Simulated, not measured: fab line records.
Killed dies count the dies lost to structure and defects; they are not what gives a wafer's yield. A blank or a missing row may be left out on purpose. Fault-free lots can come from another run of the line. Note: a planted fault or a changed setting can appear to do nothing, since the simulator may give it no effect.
Chamber matching || flow nandHarc || NHARC_P_M1_DEP_33 on pecvd-04 has 3 sister chambers
The step deposits SiCN, target thk 30 nm. 20 wafers are shown with their chamber, then 10 later ones without.

WAFERS WITH THEIR CHAMBER
{"wafer": "L074.1", "chamber": 0, "heaterPowerW (W)": 525}
{"wafer": "L074.2", "chamber": 1, "heaterPowerW (W)": 499}
{"wafer": "L074.5", "chamber": 2, "heaterPowerW (W)": 507}
{"wafer": "L079.1", "chamber": 2, "heaterPowerW (W)": 621}
{"wafer": "L079.3", "chamber": 1, "heaterPowerW (W)": 490}
{"wafer": "L079.4", "chamber": 1, "heaterPowerW (W)": 499}
{"wafer": "L080.1", "chamber": 1, "heaterPowerW (W)": 414}
{"wafer": "L080.2", "chamber": 2, "heaterPowerW (W)": 613}
{"wafer": "L080.5", "chamber": 1, "heaterPowerW (W)": 423}
{"wafer": "L080.3", "chamber": 0, "heaterPowerW (W)": 629}
{"wafer": "L080.4", "chamber": 2, "heaterPowerW (W)": 604}
{"wafer": "L080.6", "chamber": 0, "heaterPowerW (W)": 626}
{"wafer": "L082.1", "chamber": 2, "heaterPowerW (W)": 562}
{"wafer": "L082.2", "chamber": 0, "heaterPowerW (W)": 500}
{"wafer": "L082.5", "chamber": 1, "heaterPowerW (W)": 522}
{"wafer": "L088.1", "chamber": 2, "heaterPowerW (W)": 626}
{"wafer": "L088.2", "chamber": 1, "heaterPowerW (W)": 512}
{"wafer": "L088.5", "chamber": 1, "heaterPowerW (W)": 515}
{"wafer": "L091.1", "chamber": 2, "heaterPowerW (W)": 618}
{"wafer": "L091.3", "chamber": 1, "heaterPowerW (W)": 438}

SIGNATURES (means of the wafers above)
{"reading": "heaterPowerW", "chamber 0": 570.00, "chamber 1": 479.11, "chamber 2": 593.00, "scatter within a chamber": 48}
Rule: distance of a wafer from a chamber = root of the sum over the readings of ((wafer's reading minus chamber's mean) / reading's scatter) squared. If the next closest chamber is less than 2 further off than the closest, the wafer can't be placed; otherwise it belongs to the closest. The scatter is the square root of a quotient: the sum, over the shown wafers, of each reading's squared deviation from its chamber's mean, divided by wafers minus chambers.

WAFERS WITH NO CHAMBER GIVEN
{"wafer": "L091.4", "heaterPowerW (W)": 441}
{"wafer": "L091.2", "heaterPowerW (W)": 566}
{"wafer": "L091.5", "heaterPowerW (W)": 564}
{"wafer": "L091.6", "heaterPowerW (W)": 660}
{"wafer": "L094.1", "heaterPowerW (W)": 429}
{"wafer": "L094.2", "heaterPowerW (W)": 558}
{"wafer": "L094.6", "heaterPowerW (W)": 571}
{"wafer": "L097.2", "heaterPowerW (W)": 601}
{"wafer": "L097.4", "heaterPowerW (W)": 671}
{"wafer": "L097.6", "heaterPowerW (W)": 682}

WHICH CHAMBER EACH WENT THROUGH
{"wafer": "L091.4", "from the rows above": "can't be placed: 1 or 0", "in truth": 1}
{"wafer": "L091.2", "from the rows above": "can't be placed: 0 or 2 or 1", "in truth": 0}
{"wafer": "L091.5", "from the rows above": "can't be placed: 0 or 2 or 1", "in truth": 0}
{"wafer": "L091.6", "from the rows above": "can't be placed: 2 or 0", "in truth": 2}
{"wafer": "L094.1", "from the rows above": "can't be placed: 1 or 0", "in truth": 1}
{"wafer": "L094.2", "from the rows above": "can't be placed: 0 or 2 or 1", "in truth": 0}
{"wafer": "L094.6", "from the rows above": "can't be placed: 0 or 2 or 1", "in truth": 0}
{"wafer": "L097.2", "from the rows above": "can't be placed: 2 or 0", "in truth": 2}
{"wafer": "L097.4", "from the rows above": "can't be placed: 2 or 0", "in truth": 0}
{"wafer": "L097.6", "from the rows above": "can't be placed: 2 or 0", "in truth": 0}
Placed correctly: 0 of 10. Unplaceable from these rows: 10, with the true chamber sitting among the candidates in 10. Number placed wrongly: 0.
